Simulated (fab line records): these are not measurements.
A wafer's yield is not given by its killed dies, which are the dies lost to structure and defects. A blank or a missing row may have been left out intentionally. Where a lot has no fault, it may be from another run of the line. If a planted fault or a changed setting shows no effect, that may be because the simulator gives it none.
fab line records ; flow n5-finfet
[record] lots = 10; wafers = 29; last-day = 18
route steps=1938 shown HKMG_FIN@403 PASSIVATION@1936
lots with no fault: from the same line, run without faults
start-h: hours from the record's opening day to when the first of the lot's shown wafers began ; wait-h: time in hours since the lot's previous step ; " same as the row above ; L1.1+2: a row that stands for several wafers ; - value missing, or start not given ; * or withheld: withheld ; < > ~ a bound
route shown NAME@n: a module of which the file shows steps, and the number in the route of the first ; usual: the fault-free wafers' mean and standard deviation ; same: alike in all rows ; chamber/n: place in a boat ; sites: each site's reading ; _std_site: how widely they spread, as a standard deviation ; _edge_site: the outer-site mean with the inner-site mean subtracted ; radius-mm: for every site, how far away it sits from the centre of the wafer ; mask NAME#n: copy n ; behind: tool/chamber where the wafer was last shaped ; hold: the reason the lot was held/the length of the hold in hours/how it ended ; device: the transistor (n, p or np) that didn't switch ; end of line: the tests these same wafers got at the end of their route ; a step with no rows: only its recipe ; killed: dies that structure and defects cost at the first sort, which is not the same as the wafer's yield ; map: a wafer's dies, x killed, . not, _ none there
set.NAME: the setting that was run; set.NAME@STEP: the one run at that earlier step ; model.NAME: the simulator's own value behind a step, which no gauge read
route steps across a sampled set of lots; one table per step, one row per wafer
services: from which hour (start-h, from the record's first day; less than 0 if before it) a tool's chamber was out of use, for how many hours, and why
[[steps]]
[step N5_HKMG_FIN_ETCH_55]
[recipe] chemistry = N2/H2; target = SOC; target-depth-a = 2400; temp-c = 40; time-s = 300; ion-energy-ev = 200; mask-material = SiARC; pressure-mtorr = 30; source-w = 840; bias-w = 150; n2-flow-sccm = 200; h2-flow-sccm = 200
[usual] drypump-motor-current-A = 5.9/0.59; oes-product-au = 0.82/0.086; rf-fwd-power-W = 837.8/2.9; rf-vpp-V = 522.6/1.7; showerhead-plenum-p-Torr = 2.50/0.052; throttle-valve-pct = 17.7/0.34
lot.wafer;tool;chamber;start-h;wait-h;drypump-motor-current-A;oes-product-au;rf-fwd-power-W;rf-hours-counter-h;rf-vpp-V;showerhead-plenum-p-Torr;throttle-valve-pct
L540.1;rie-diel-05;2;78.99;0.0;6.6;0.74;838.4;167;525.0;2.54;18.0
L540.5;rie-diel-05;2;78.99;0.0;6.6;0.74;838.8;-;522.8;2.54;18.0
L541.4;rie-diel-02;2;83.12;0.1;6.3;0.83;838.8;-;521.7;2.48;17.8
L541.5;rie-diel-02;0;83.12;0.1;5.1;0.95;840.4;-;523.7;2.51;17.8
L541.6;rie-diel-02;3;83.12;0.1;6.0;0.74;835.0;-;522.8;2.54;18.1
L543.1;rie-diel-05;2;90.83;0.0;6.6;0.73;839.6;172;525.5;2.54;18.0
L543.2;rie-diel-05;1;90.83;0.0;6.4;0.95;840.1;20;522.6;2.48;17.5
L543.4;rie-diel-05;0;90.83;0.0;6.0;0.81;841.6;100;523.0;2.47;17.7
L545.1;rie-diel-05;1;104.43;0.0;6.4;0.94;835.7;25;522.4;2.48;17.5
L545.3;rie-diel-05;0;104.43;0.0;6.0;0.80;839.5;104;521.9;2.47;17.7
L545.6;rie-diel-05;1;104.43;0.0;6.3;0.95;835.3;-;521.4;2.48;17.5
L548.3;rie-diel-05;3;120.67;0.0;4.9;0.85;839.2;19;522.5;2.48;17.2
L548.4;rie-diel-05;0;120.67;0.0;6.0;0.78;835.5;110;520.5;2.47;17.7
L548.5;rie-diel-05;0;120.67;0.0;6.0;0.78;836.2;-;520.9;2.47;17.7
L551.2;rie-diel-05;2;140.20;0.0;6.6;0.72;838.7;190;523.3;2.53;18.0
L551.5;rie-diel-05;3;140.20;0.0;4.9;0.84;838.3;-;521.9;2.48;17.2
L551.6;rie-diel-05;0;140.20;0.0;6.0;0.77;835.1;-;522.1;2.47;17.7
L555.1;rie-diel-05;0;164.89;0.0;6.0;0.78;834.4;124;521.2;2.46;17.7
L555.4;rie-diel-05;2;164.89;0.0;6.6;0.72;834.9;-;523.1;2.53;18.0
L555.5;rie-diel-05;0;164.89;0.0;6.0;0.77;840.7;-;521.3;2.46;17.7
L560.1;rie-diel-02;0;192.38;0.0;5.1;0.89;833.7;51;521.9;2.50;17.9
L560.5;rie-diel-02;2;192.38;0.0;6.3;0.80;838.4;-;521.5;2.47;17.9
L560.6;rie-diel-02;1;192.38;0.0;5.5;0.87;836.3;-;523.8;2.47;17.2
L562.2;rie-diel-02;0;204.81;0.0;5.1;0.89;837.3;55;522.3;2.50;17.8
L562.4;rie-diel-02;2;204.81;0.0;6.2;0.79;839.7;100;521.8;2.46;17.9
L562.6;rie-diel-02;3;204.81;0.0;6.0;0.70;835.7;-;523.1;2.52;18.2
L563.3;rie-diel-02;0;210.65;0.0;5.1;0.87;832.1;58;523.2;2.50;17.8
L563.5;rie-diel-02;2;210.65;0.0;6.2;0.77;842.7;-;522.3;2.46;17.9
L563.6;rie-diel-02;3;210.65;0.0;6.0;0.69;834.4;-;522.1;2.52;18.2
[step N5_HKMG_FIN_ETCH_58]
[recipe] chemistry = N2/H2; target = SOC; target-depth-a = 2158; ion-energy-ev = 50; bias-w = 13; time-s = 741; pressure-mtorr = 30; source-w = 875; n2-flow-sccm = 200; h2-flow-sccm = 200
[usual] drypump-motor-current-A = 5.8/0.59; oes-product-au = 0.82/0.086; rf-fwd-power-W = 874.2/2.7; rf-vpp-V = 98.8/0.9; showerhead-plenum-p-Torr = 2.50/0.052; throttle-valve-pct = 17.7/0.34
lot.wafer;tool;chamber;start-h;wait-h;drypump-motor-current-A;oes-product-au;rf-fwd-power-W;rf-hours-counter-h;rf-vpp-V;showerhead-plenum-p-Torr;throttle-valve-pct
L540.1;rie-diel-05;2;79.21;0.0;6.6;0.73;874.9;167;100.5;2.54;17.9
L540.5;rie-diel-05;2;79.21;0.0;6.6;0.74;874.2;-;97.7;2.54;17.9
L541.4;rie-diel-02;2;83.45;0.2;6.2;0.84;874.2;-;98.1;2.48;17.7
L541.5;rie-diel-02;0;83.45;0.2;5.0;0.96;876.7;-;98.3;2.51;17.7
L541.6;rie-diel-02;3;83.45;0.2;6.0;0.74;875.2;-;98.9;2.54;18.1
L543.1;rie-diel-05;2;91.04;0.0;6.6;0.73;871.7;172;100.4;2.54;18.0
L543.2;rie-diel-05;1;91.04;0.0;6.4;0.95;875.3;20;98.4;2.48;17.4
L543.4;rie-diel-05;0;91.04;0.0;6.0;0.80;874.6;100;98.8;2.47;17.7
L545.1;rie-diel-05;1;104.79;0.0;6.4;0.94;876.0;25;97.5;2.48;17.4
L545.3;rie-diel-05;0;104.79;0.0;6.0;0.79;869.6;104;99.3;2.47;17.7
L545.6;rie-diel-05;1;104.79;0.0;6.4;0.94;876.1;-;97.2;2.48;17.4
L548.3;rie-diel-05;3;120.88;0.0;4.9;0.85;872.0;19;98.0;2.48;17.2
L548.4;rie-diel-05;0;120.88;0.0;6.0;0.79;872.7;110;99.9;2.47;17.7
L548.5;rie-diel-05;0;120.88;0.0;6.0;0.79;876.9;-;98.2;2.47;17.7
L551.2;rie-diel-05;2;140.41;0.0;6.6;0.73;877.4;190;99.6;2.53;18.0
L551.5;rie-diel-05;3;140.41;0.0;4.9;0.85;873.7;-;99.0;2.48;17.2
L551.6;rie-diel-05;0;140.41;0.0;6.0;0.78;879.2;-;98.5;2.47;17.7
L555.1;rie-diel-05;0;165.10;0.0;6.0;0.77;877.2;124;98.7;2.46;17.7
L555.4;rie-diel-05;2;165.10;0.0;6.6;0.72;872.4;-;97.8;2.53;18.0
L555.5;rie-diel-05;0;165.10;0.0;6.0;0.77;874.7;-;99.2;2.46;17.7
L560.1;rie-diel-02;0;192.59;0.0;5.1;0.88;869.5;51;99.0;2.50;17.8
L560.5;rie-diel-02;2;192.59;0.0;6.2;0.78;873.3;-;99.4;2.47;17.8
L560.6;rie-diel-02;1;192.59;0.0;5.5;0.86;871.2;-;98.0;2.47;17.2
L562.2;rie-diel-02;0;205.02;0.0;5.0;0.87;874.6;56;97.8;2.50;17.8
L562.4;rie-diel-02;2;205.02;0.0;6.2;0.78;872.7;101;100.1;2.46;17.8
L562.6;rie-diel-02;3;205.02;0.0;5.9;0.70;873.1;-;97.7;2.52;18.2
L563.3;rie-diel-02;0;210.86;0.0;5.1;0.87;871.1;58;97.9;2.49;17.8
L563.5;rie-diel-02;2;210.86;0.0;6.2;0.78;869.4;-;97.5;2.46;17.8
L563.6;rie-diel-02;3;210.86;0.0;6.0;0.70;877.1;-;99.1;2.52;18.2
[step N5_HKMG_FIN_PWFM_ALD_03]
[recipe] material = TiN; target-thk-a = 20; temp-c = 400; ald-precursor-family = TiCl4; ald-co-reactant = NH3; pulse-time-s = 1; purge-time-s = 3; co-reactant-purge-time-s = 2; co-reactant-pulse-time-s = 2; ald-cycles = 91; pressure-torr = 3
[usual] chamber-pressure-Torr = 2.999/0.006; heater-power-w = 870/62; precursor-pulse-height-rel = 1.004/0.021
[same] pulse-time-s = 1
lot.wafer;tool;chamber;start-h;wait-h;chamber-pressure-Torr;heater-power-w;precursor-pulse-height-rel
L540.1;ald-metal-03;2;81.54;0.0;3.005;872;1.037
L540.5;ald-metal-03;0;81.54;0.0;3.000;933;0.996
L541.4;ald-metal-01;3;85.56;0.0;3.007;949;0.995
L541.5;ald-metal-01;2;85.56;0.0;3.005;1068;1.013
L541.6;ald-metal-01;1;85.56;0.0;2.989;793;0.974
L543.1;ald-metal-03;2;93.27;0.0;3.004;897;1.001
L543.2;ald-metal-03;0;93.27;0.0;3.001;932;1.005
L543.4;ald-metal-03;1;93.27;0.0;2.985;823;0.977
L545.1;ald-metal-03;3;106.99;0.0;2.998;835;1.018
L545.3;ald-metal-03;0;106.99;0.0;2.999;935;1.013
L545.6;ald-metal-03;0;106.99;0.0;3.000;930;1.032
L548.3;ald-metal-03;0;123.02;0.0;2.996;943;0.999
L548.4;ald-metal-03;1;123.02;0.0;2.999;855;1.012
L548.5;ald-metal-03;0;123.02;0.0;3.001;918;1.011
L551.2;ald-metal-03;1;142.60;0.0;2.996;848;1.014
L551.5;ald-metal-03;3;142.60;0.0;3.005;819;0.991
L551.6;ald-metal-03;0;142.60;0.0;2.988;926;0.984
L555.1;ald-metal-03;3;167.33;0.0;3.006;829;1.026
L555.4;ald-metal-03;3;167.33;0.0;2.999;846;0.976
L555.5;ald-metal-03;2;167.33;0.0;3.005;903;0.984
L560.1;ald-metal-03;0;195.13;0.0;3.000;938;1.058
L560.5;ald-metal-03;1;195.13;0.0;3.003;827;1.020
L560.6;ald-metal-03;0;195.13;0.0;3.007;958;1.035
L562.2;ald-metal-03;0;207.34;0.0;3.001;932;1.007
L562.4;ald-metal-03;2;207.34;0.0;2.999;891;0.993
L562.6;ald-metal-03;2;207.34;0.0;2.999;901;1.006
L563.3;ald-metal-01;1;213.66;0.3;3.001;806;1.007
L563.5;ald-metal-01;1;213.66;0.3;3.005;801;1.029
L563.6;ald-metal-01;0;213.66;0.3;2.992;834;0.967
[step N5_HKMG_FIN_INSPECT_14]
[recipe] mode = adi; inspect-instrument = macro
[usual] raw-defect-count = 2.0/1.4
lot.wafer;tool;chamber;start-h;wait-h;raw-defect-count
L540.1;defect-inspect-01;-;82.43;0.0;3
L540.5;defect-inspect-01;-;82.43;0.0;4
L541.4;defect-inspect-02;-;86.33;0.0;3
L541.5;defect-inspect-02;-;86.33;0.0;1
L541.6;defect-inspect-02;-;86.33;0.0;1
L543.1;defect-inspect-01;-;94.16;0.0;1
L543.2;defect-inspect-01;-;94.16;0.0;2
L543.4;defect-inspect-01;-;94.16;0.0;4
L545.1;defect-inspect-01;-;107.76;0.0;3
L545.3;defect-inspect-01;-;107.76;0.0;2
L545.6;defect-inspect-01;-;107.76;0.0;2
L548.3;defect-inspect-02;-;123.92;0.0;4
L548.4;defect-inspect-02;-;123.92;0.0;0
L548.5;defect-inspect-02;-;123.92;0.0;4
L551.2;defect-inspect-02;-;143.49;0.0;>300
L551.5;defect-inspect-02;-;143.49;0.0;>300
L551.6;defect-inspect-02;-;143.49;0.0;>300
L555.1;defect-inspect-02;-;168.23;0.0;>300
L555.4;defect-inspect-02;-;168.23;0.0;>300
L555.5;defect-inspect-02;-;168.23;0.0;>300
L560.1;defect-inspect-01;-;195.90;0.0;2
L560.5;defect-inspect-01;-;195.90;0.0;3
L560.6;defect-inspect-01;-;195.90;0.0;4
L562.2;defect-inspect-01;-;208.23;0.0;1
L562.4;defect-inspect-01;-;208.23;0.0;2
L562.6;defect-inspect-01;-;208.23;0.0;3
L563.3;defect-inspect-02;-;214.55;0.0;3
L563.5;defect-inspect-02;-;214.55;0.0;1
L563.6;defect-inspect-02;-;214.55;0.0;1
[step N5_HKMG_FIN_STRIP_92]
[recipe] chemistry = N2/H2; material = SOC; time-s = 20; power-w = 500; temp-c = 40; pressure-mtorr = 50; rf-frequency-hz = 6e+07; bias-power-w = 8; h2-frac = 0.5; n2-flow-sccm = 300; h2-flow-sccm = 300
[usual] drypump-motor-current-A = 5.8/0.63; oes-product-au = 0.79/0.091; rf-fwd-power-W = 495.7/1.9; rf-vpp-V = 54.2/0.9; showerhead-plenum-p-Torr = 3.31/0.11; throttle-valve-pct = 19.0/0.48
lot.wafer;tool;chamber;start-h;wait-h;drypump-motor-current-A;oes-product-au;rf-fwd-power-W;rf-hours-counter-h;rf-vpp-V;showerhead-plenum-p-Torr;throttle-valve-pct
L540.1;rie-diel-05;1;82.91;0.1;6.4;0.97;496.8;17;53.2;3.28;18.3
L540.5;rie-diel-05;0;82.91;0.1;6.0;0.81;494.1;-;54.3;3.27;18.8
L541.4;rie-diel-06;2;86.81;0.1;6.2;0.66;491.2;261;54.5;3.30;19.1
L541.5;rie-diel-06;0;86.81;0.1;4.9;0.74;495.9;-;53.5;3.22;19.3
L541.6;rie-diel-06;1;86.81;0.1;5.9;0.70;494.6;-;53.0;3.16;18.4
L543.1;rie-diel-02;0;94.65;0.1;5.0;0.93;496.8;22;54.6;3.32;19.3
L543.2;rie-diel-02;3;94.65;0.1;6.0;0.73;496.5;189;54.3;3.35;19.5
L543.4;rie-diel-02;1;94.65;0.1;5.5;0.97;497.3;1;54.4;3.29;18.2
L545.1;rie-diel-06;1;108.24;0.1;5.9;0.69;496.9;235;54.0;3.16;18.4
L545.3;rie-diel-06;3;108.24;0.1;6.4;0.75;495.0;150;55.1;3.52;19.5
L545.6;rie-diel-06;0;108.24;0.1;4.9;0.73;498.1;-;53.6;3.22;19.3
L548.3;rie-diel-06;0;124.40;0.1;4.9;0.75;497.1;191;53.4;3.21;19.4
L548.4;rie-diel-06;2;124.40;0.1;6.2;0.99;494.4;5;55.9;3.30;18.7
L548.5;rie-diel-06;3;124.40;0.1;6.5;0.75;491.7;-;54.3;3.52;19.5
L551.2;rie-diel-06;1;143.98;0.1;5.9;0.69;494.9;248;55.0;3.15;18.4
L551.5;rie-diel-06;1;143.98;0.1;5.9;0.69;492.1;-;53.3;3.15;18.4
L551.6;rie-diel-06;0;143.98;0.1;4.9;0.73;496.7;-;54.1;3.21;19.4
L555.1;rie-diel-05;2;168.74;0.1;6.6;0.71;496.1;199;55.2;3.34;19.4
L555.4;rie-diel-05;2;168.74;0.1;6.6;0.72;493.9;-;53.3;3.34;19.4
L555.5;rie-diel-05;3;168.74;0.1;4.9;0.84;498.5;-;55.6;3.27;18.4
L560.1;rie-diel-05;2;196.67;0.1;6.6;0.70;496.3;213;55.1;3.33;19.4
L560.5;rie-diel-05;3;196.67;0.1;4.9;0.80;498.3;-;55.0;3.26;18.4
L560.6;rie-diel-05;2;196.67;0.1;6.6;0.69;495.0;-;53.5;3.33;19.5
L562.2;rie-diel-06;0;208.71;0.1;4.9;0.71;495.6;224;53.7;3.20;19.4
L562.4;rie-diel-06;2;208.71;0.1;6.2;0.90;493.4;38;54.6;3.28;18.8
L562.6;rie-diel-06;0;208.71;0.1;4.9;0.71;493.2;-;53.4;3.20;19.4
L563.3;rie-diel-06;0;215.33;0.1;4.9;0.71;495.3;227;52.7;3.19;19.4
L563.5;rie-diel-06;3;215.33;0.1;6.5;0.71;495.6;-;55.6;3.50;19.5
L563.6;rie-diel-06;0;215.33;0.1;4.9;0.71;499.4;-;55.3;3.19;19.4
[step N5_PASSIVATION_PROBE_49]
[usual] killed_at_M0_to_M3 = 36/10; killed_at_M4_up = 13/5.5; killed-at-contacts = 12/5.6; killed-at-front-end = 42/12; killed-at-other = 4/3.2; killed-dies = 108/18; killed-open = 71/13; killed-short = 34/7.8
[same] gross-dies = 1180; killed-at-back-side = 0
lot.wafer;tool;chamber;start-h;wait-h;killed_at_M0_to_M3;killed_at_M4_up;killed-at-contacts;killed-at-front-end;killed-at-other;killed-dies;killed-open;killed-short
L545.1;prober-01;-;289.78;0.0;30;16;18;28;3;95;69;25
L545.3;prober-01;-;289.88;0.1;56;1;5;58;4;124;77;39
L545.6;prober-01;-;290.03;0.3;44;6;4;42;7;103;70;26
L548.3;prober-01;-;320.25;0.1;22;17;5;35;2;81;52;28
L548.4;prober-01;-;320.30;0.2;27;5;2;19;2;55;30;23
L548.5;prober-01;-;320.35;0.2;25;8;10;53;0;96;53;38
L551.2;prober-01;-;347.96;0.1;27;15;11;145;8;206;55;34
L551.5;prober-01;-;348.11;0.2;24;13;18;153;4;212;60;23
L551.6;prober-01;-;348.16;0.3;30;7;11;161;0;209;52;27
L555.1;prober-01;-;385.70;0.0;21;13;6;166;4;210;47;32
L555.4;prober-01;-;385.85;0.2;25;14;7;161;2;209;54;25
L555.5;prober-01;-;385.90;0.2;31;10;9;162;3;215;66;15
L560.1;prober-02;-;398.95;0.0;37;19;12;47;0;115;73;41
L560.5;prober-02;-;399.15;0.2;40;8;10;59;2;119;73;46
L560.6;prober-02;-;399.20;0.3;41;9;20;47;6;123;83;39
L563.3;prober-01;-;440.56;0.1;33;17;14;55;8;127;84;41
L563.5;prober-01;-;440.66;0.2;34;7;18;35;9;103;61;42
L563.6;prober-01;-;440.71;0.3;15;14;17;45;3;94;61;32
// killed by level:class
L545.1 MOL_CONTACT_COAG:geometric-particle:open=17 BEOL_M2:geometric-particle:open=7 FIN_SAQP:geometric-particle:open=6 BEOL_M0_SAQP:geometric-particle:short=6 BEOL_M0_SAQP:geometric-particle:open=6 BEOL_M1:geometric-particle:open=6 DUMMY_GATE:geometric-particle:open=4 STARTING-WAFER:geometric-particle:open=4
L545.3 FIN_SAQP:geometric-particle:open=19 BEOL_M2:geometric-particle:open=18 FIN_SAQP:geometric-particle:short=9 BEOL_M0_SAQP:geometric-particle:short=9 BEOL_M0_SAQP:geometric-particle:open=8 BEOL_M1:geometric-particle:open=8 HKMG_FIN:area-etch=8 STI_FIN_REVEAL:geometric-particle:open=4
L545.6 BEOL_M2:geometric-particle:open=13 FIN_SAQP:geometric-particle:open=9 STI_FIN_REVEAL:geometric-particle:open=9 BEOL_M0:geometric-particle:open=9 HKMG_FIN:area-etch=7 BEOL_M0_SAQP:geometric-particle:open=6 BEOL_M0_SAQP:geometric-particle:short=5 BEOL_M5:geometric-particle:open=4
L548.3 FIN_SAQP:geometric-particle:open=10 BEOL_M0_SAQP:geometric-particle:short=8 BEOL_M4:geometric-particle:open=6 FIN_SAQP:geometric-particle:short=4 DUMMY_GATE:geometric-particle:open=4 BEOL_M5:geometric-particle:open=4 ILD0:geometric-particle:short=3 MOL_CONTACT_COAG:geometric-particle:open=3
L548.4 BEOL_M0_SAQP:geometric-particle:short=8 BEOL_M0_SAQP:geometric-particle:open=5 DUMMY_GATE:geometric-particle:open=4 FIN_SAQP:geometric-particle:open=3 BEOL_M1:geometric-particle:open=3 BEOL_M3:geometric-particle:open=3 FIN_CUT:geometric-particle:short=2 MOL_CONTACT_COAG:geometric-particle:open=2
L548.5 FIN_SAQP:geometric-particle:open=17 FIN_SAQP:geometric-particle:short=12 BEOL_M2:geometric-particle:open=9 MOL_CONTACT_COAG:geometric-particle:open=5 MOL_CONTACT_COAG:geometric-particle:short=5 GATE_CUT:geometric-particle:short=4 BEOL_M0_SAQP:geometric-particle:short=4 BEOL_M3:geometric-particle:open=4
L551.2 HKMG_FIN:unspecified=117 BEOL_M0_SAQP:geometric-particle:short=11 BEOL_M4:geometric-particle:open=11 MOL_CONTACT_COAG:geometric-particle:open=10 STI_FIN_REVEAL:geometric-particle:open=8 BEOL_M0_SAQP:geometric-particle:open=6 FIN_SAQP:geometric-particle:short=5 DUMMY_GATE:geometric-particle:open=5
L551.5 HKMG_FIN:unspecified=124 MOL_CONTACT_COAG:geometric-particle:open=11 STI_FIN_REVEAL:geometric-particle:open=9 BEOL_M1:geometric-particle:open=8 DUMMY_GATE:geometric-particle:open=7 MOL_CONTACT_COAG:geometric-particle:short=7 BEOL_M3:geometric-particle:open=5 BEOL_M0_SAQP:geometric-particle:open=4
L551.6 HKMG_FIN:unspecified=130 MOL_CONTACT_COAG:geometric-particle:open=11 BEOL_M0_SAQP:geometric-particle:short=8 BEOL_M0_SAQP:geometric-particle:open=7 STI_FIN_REVEAL:geometric-particle:open=6 DUMMY_GATE:geometric-particle:short=5 DUMMY_GATE:geometric-particle:open=5 BEOL_M1:geometric-particle:open=5
L555.1 HKMG_FIN:unspecified=131 STI_FIN_REVEAL:geometric-particle:open=10 FIN_SAQP:geometric-particle:short=7 MOL_CONTACT_COAG:geometric-particle:open=6 FIN_SAQP:geometric-particle:open=5 BEOL_M3:geometric-particle:open=5 BEOL_M0_SAQP:geometric-particle:short=4 BEOL_M2:geometric-particle:short=4
L555.4 HKMG_FIN:unspecified=129 BEOL_M3:geometric-particle:open=9 DUMMY_GATE:geometric-particle:open=6 MOL_CONTACT_COAG:geometric-particle:open=6 BEOL_M2:geometric-particle:open=5 BEOL_M4:geometric-particle:open=5 STI_FIN_REVEAL:geometric-particle:open=4 STARTING-WAFER:geometric-particle:short=4
L555.5 HKMG_FIN:unspecified=134 BEOL_M1:geometric-particle:open=10 DUMMY_GATE:geometric-particle:open=8 MOL_CONTACT_COAG:geometric-particle:open=8 BEOL_M0_SAQP:geometric-particle:open=8 STI_FIN_REVEAL:geometric-particle:open=5 BEOL_M4:geometric-particle:open=5 FIN_SAQP:geometric-particle:open=4
L560.1 STI_FIN_REVEAL:geometric-particle:open=14 BEOL_M0_SAQP:geometric-particle:short=13 MOL_CONTACT_COAG:geometric-particle:open=11 BEOL_M4:geometric-particle:open=9 FIN_SAQP:geometric-particle:open=7 BEOL_M0_SAQP:geometric-particle:open=7 FIN_SAQP:geometric-particle:short=6 GATE_CUT:geometric-particle:short=5
L560.5 FIN_SAQP:geometric-particle:short=17 FIN_SAQP:geometric-particle:open=13 BEOL_M0_SAQP:geometric-particle:short=11 BEOL_M0_SAQP:geometric-particle:open=10 MOL_CONTACT_COAG:geometric-particle:open=8 STI_FIN_REVEAL:geometric-particle:open=7 BEOL_M2:geometric-particle:open=7 BEOL_M1:geometric-particle:open=5
L560.6 MOL_CONTACT_COAG:geometric-particle:open=15 BEOL_M0_SAQP:geometric-particle:short=13 BEOL_M0_SAQP:geometric-particle:open=11 STI_FIN_REVEAL:geometric-particle:open=10 BEOL_M2:geometric-particle:open=10 FIN_SAQP:geometric-particle:open=9 FIN_SAQP:geometric-particle:short=6 BEOL_M3:geometric-particle:open=6
L563.3 FIN_SAQP:geometric-particle:open=13 FIN_SAQP:geometric-particle:short=10 BEOL_M3:geometric-particle:open=10 BEOL_M0_SAQP:geometric-particle:open=10 STI_FIN_REVEAL:geometric-particle:open=9 MOL_CONTACT_COAG:geometric-particle:open=9 BEOL_M4:geometric-particle:open=7 MOL_CONTACT_COAG:geometric-particle:short=5
L563.5 MOL_CONTACT_COAG:geometric-particle:open=13 BEOL_M0_SAQP:geometric-particle:short=13 BEOL_M0_SAQP:geometric-particle:open=8 FIN_SAQP:geometric-particle:short=7 STI_FIN_REVEAL:geometric-particle:open=7 FIN_SAQP:geometric-particle:open=6 BEOL_M4:geometric-particle:open=5 MOL_CONTACT_COAG:geometric-particle:short=5
L563.6 STI_FIN_REVEAL:geometric-particle:open=14 MOL_CONTACT_COAG:geometric-particle:open=14 BEOL_M4:geometric-particle:open=6 FIN_SAQP:geometric-particle:short=5 FIN_SAQP:geometric-particle:open=5 BEOL_M1:geometric-particle:short=5 DUMMY_GATE:geometric-particle:open=4 ILD0:geometric-particle:open=4
[[services]]
tool;chamber;start-h;hours;kind
rie-diel-06;3;55.70;20.6;repair
rie-diel-02;1;74.76;-;clean
rie-diel-02;1;74.76;-;consumable-replace:focus-ring
rie-diel-02;1;74.76;16.1;scheduled-down
rie-diel-02;1;74.76;16.1;vent-cycle
rie-diel-06;2;89.66;4.8;repair
ald-metal-01;3;115.70;279.0;repair
rie-diel-02;0;126.72;16.1;repair
ald-metal-01;-;147.30;0.9;repair
rie-diel-06;1;151.02;-;clean
rie-diel-06;1;151.02;-;consumable-replace:focus-ring
rie-diel-06;1;151.02;-;consumable-replace:showerhead
rie-diel-06;1;151.02;25.5;scheduled-down
rie-diel-06;1;151.02;25.5;vent-cycle
rie-diel-05;1;162.15;36.3;repair
ald-metal-03;0;163.31;4.2;repair
ald-metal-01;2;189.20;28.2;repair
rie-diel-06;2;197.89;1.5;repair
rie-diel-02;1;198.27;1.6;repair
ald-metal-01;-;203.70;0.3;repair
[[key]]
[first-sign] step = N5_HKMG_FIN_INSPECT_14; reading = raw-defect-count; direction = up; sigmas = 99+; usual = 2.0; struck = >300
[effect] step = N5_PASSIVATION_PROBE_49; reading = killed-at-front-end; direction = up; sigmas = 9.5; usual = 42; struck = 158
[more-kills-born-at] N5_HKMG_FIN_ETCH_58@rie-diel-05 = 765
met-at N5_HKMG_FIN_ETCH_58
struck-lots L551,L555
tester-left-out L551,L555
not-acting-at N5_HKMG_FIN_ETCH_55,N5_HKMG_FIN_PWFM_ALD_03,N5_HKMG_FIN_STRIP_92
onset-between 120.88 140.41
[fault] kind = chamber-particle-source; tool = rie-diel-05; chamber = -; onset-h = 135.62; steps = N5_HKMG_FIN_ETCH_58; rate-per-visit-cm2 = 1.1678; end-h = 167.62
// tester-left-out: of these lots the tester's yield and bins aren't shown, on N5 and GAA mostly nor the transistor test; their killed dies are dies lost to structure and defects alone, not to doping, threshold or leakage, so they don't give the yield
